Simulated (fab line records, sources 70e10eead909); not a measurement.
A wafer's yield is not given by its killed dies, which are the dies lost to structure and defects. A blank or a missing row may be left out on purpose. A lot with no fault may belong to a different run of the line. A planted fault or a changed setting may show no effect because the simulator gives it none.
Which tool was responsible? / flow nand harc / route of 1302 steps, sampled at 1 step: 12 lots, 36 wafers

WHAT THE GAUGES READ, wafer by wafer
NHARC_P_GATE_INSPECT_28.
lot=L076; measured=day 6 01:28; on=defect inspect-02; raw defect count=2 7 7
lot=L077; measured=day 6 11:47; on=defect inspect-01; raw defect count=9 14 2
lot=L079; measured=day 7 08:38; on=defect inspect-02; raw defect count=1 8 8
lot=L081; measured=day 7 23:22; on=defect inspect-01; raw defect count=6 3 7
lot=L083; measured=day 8 23:20; on=defect inspect-02; raw defect count=4 12 10
lot=L085; measured=day 9 10:55; on=defect inspect-01; raw defect count=6 6 4
lot=L087; measured=day 10 07:55; on=defect inspect-02; raw defect count=8 6 5
lot=L089; measured=day 11 01:04; on=defect inspect-02; raw defect count=0 5 7
lot=L091; measured=day 12 04:18; on=defect inspect-02; raw defect count=9 8 8
lot=L093; measured=day 12 23:08; on=defect inspect-01; raw defect count=12 9 4
lot=L095; measured=day 13 17:40; on=defect inspect-02; raw defect count=4 4 2
lot=L097; measured=day 14 13:29; on=defect inspect-01; raw defect count=7 8 8

WHAT TOOL EACH LOT RAN ON (gives the tool, then ch and the chambers of the sampled wafers, and finally the start)
The record holds no process step before these readings.

THE ANSWER, worked out from the rows above alone
Rule: what is usual is taken from the lots themselves. The widest of any qualifying gaps counts: lots, ordered by their means at a reading, are off when they make up no more than a third of the lots, leave a main group of 4 or more, and stand apart from it by 3 or more times the standard deviation of that group's means. If all means in a main group match to the digits the tables above print for the reading, that group is not used. Also off: a lot with no number at a reading for which 4 or more lots have one. The other lots that the step has rows for count as sound.
Across all readings shown, no lot is off: no conclusion can be drawn from this.

WHAT HAD BEEN PUT IN BY THE SIMULATOR
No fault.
